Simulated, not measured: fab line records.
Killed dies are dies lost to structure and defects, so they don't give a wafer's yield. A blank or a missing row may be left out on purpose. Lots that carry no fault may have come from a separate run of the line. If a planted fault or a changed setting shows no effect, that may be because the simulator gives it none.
The tool behind it: which one? ; flow n5 finfet ; 12 lots, 36 wafers sampled, at 1 step of a route of 1938

== WHAT THE GAUGES SHOWED, per wafer ==
N5_BEOL_M11_OVL_MEAS_12.
lot;measured;on;M11_OVL (nm)
L076;day 12 03:57;overlay-02;0.3 2.2 1.2
L077;day 12 08:07;overlay-02;0.8 -0.3 -0.7
L080;day 13 03:34;overlay-02;-0.5 -1.8 -0.2
L081;day 13 10:44;overlay-01;0.2 0.5 0.2
L083;day 13 20:49;overlay-02;0.5 -0.1 -0.2
L087;day 14 11:47;overlay-02;0.4 0.0 0.4
L086;day 15 03:07;overlay-01;0.6 -0.2 0.1
L091;day 15 10:28;overlay-01;0.4 0.1 0.4
L092;day 15 13:33;overlay-01;0.7 0.1 0.3
L093;day 16 22:41;overlay-02;1.0 1.3 0.0
L094;day 17 07:25;overlay-01;0.5 1.4 -0.3
L096;day 18 03:21;overlay-01;1.2 0.9 0.9

== TOOL THAT RAN EACH LOT (tool first, then ch and the chambers of the sampled wafers, then the start) ==
There is no process step in the record ahead of these readings.

== THE ANSWER, worked out from the rows above alone ==
Rule: what is usual is taken from the lots themselves. Put in order of their means at a reading, lots are off if they are a third of the lots or fewer, leave a main group of 4 or more, and stand apart from it by a gap of 3 or more times the standard deviation of the main group's means; of several such gaps the widest counts. Not used: any main group whose means are identical at the precision the tables above print for the reading. A lot without any number at a reading at which 4 lots or more have one is off too. Where the step has rows for the other lots, those lots are counted as sound.
No lot is off on any of the readings shown, so nothing can be concluded from this.

== WHAT THE SIMULATOR HAD PUT IN ==
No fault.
